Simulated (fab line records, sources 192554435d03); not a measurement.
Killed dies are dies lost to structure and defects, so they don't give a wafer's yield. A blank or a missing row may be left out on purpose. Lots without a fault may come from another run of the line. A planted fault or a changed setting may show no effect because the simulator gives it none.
Chamber matching | flow n5_finfet | N5_BEOL_M0_SAQP_PECVD_96 on pecvd-04: 3 sister chambers
The step deposits a-Si from SiH4/He, target thk 45 nm, time 45.2 s. 16 wafers are shown with their chamber, then 8 later ones without.

WAFERS WITH THEIR CHAMBER
wafer  | chamber | throttle_valve_pct (%) | showerhead_plenum_p_Torr (Torr) | heater_power_w (W)
L075.2 | 1       | 19.1                   | 5.633                           | 734
L075.5 | 0       | 19.9                   | 5.705                           | 693
L075.6 | 1       | 19.1                   | 5.631                           | 732
L077.2 | 1       | 19.1                   | 5.635                           | 763
L077.3 | 2       | 18.1                   | 5.696                           | 626
L077.4 | 2       | 18.2                   | 5.701                           | 614
L080.1 | 2       | 17.9                   | 5.701                           | 662
L080.2 | 0       | 19.8                   | 5.701                           | 659
L080.3 | 1       | 18.9                   | 5.650                           | 753
L081.2 | 2       | 18.1                   | 5.715                           | 642
L081.4 | 1       | 18.8                   | 5.632                           | 722
L081.6 | 0       | 20.1                   | 5.714                           | 595
L091.3 | 2       | 18.2                   | 5.705                           | 600
L091.4 | 1       | 19.0                   | 5.640                           | 722
L091.6 | 2       | 18.0                   | 5.694                           | 606
L093.1 | 1       | 18.9                   | 5.647                           | 711

SIGNATURES (means of the wafers above)
reading                  | chamber 0 | chamber 1 | chamber 2 | scatter within a chamber
throttle_valve_pct       | 19.933    | 18.986    | 18.083    | 0.125
showerhead_plenum_p_Torr | 5.70667   | 5.63829   | 5.70200   | 0.00742
heater_power_w           | 649.00    | 733.86    | 625.00    | 27.4
Rule: a wafer's distance from a chamber is the root of the sum, over the readings, of the square of ((its reading less the chamber's mean) divided by the reading's scatter). The wafer belongs to the nearest chamber; if the next one is less than 2 further off, it can't be placed. The scatter: the root of (the sum of the squares of (reading less its chamber's mean) over the shown wafers, divided by (wafers less chambers)).

WAFERS WITHOUT THEIR CHAMBER
wafer  | throttle_valve_pct (%) | showerhead_plenum_p_Torr (Torr) | heater_power_w (W)
L093.4 | 19.7                   | 5.726                           | 630
L093.6 | 18.3                   | 5.694                           | 623
L094.1 | 18.2                   | 5.700                           | 645
L094.2 | 19.0                   | 5.620                           | 770
L094.3 | 19.9                   | 5.716                           | 644
L095.3 | 18.6                   | 5.711                           | 653
L095.5 | 20.0                   | 5.716                           | 625
L095.6 | 18.3                   | 5.690                           | 646

WHICH CHAMBER EACH WENT THROUGH
wafer  | from the rows above | in truth
L093.4 | 0                   | 0
L093.6 | 2                   | 2
L094.1 | 2                   | 2
L094.2 | 1                   | 1
L094.3 | 0                   | 0
L095.3 | 2                   | 2
L095.5 | 0                   | 0
L095.6 | 2                   | 2
Placed correctly: 8 of 8. Can't be placed from these rows: 0. Placed wrongly: 0.
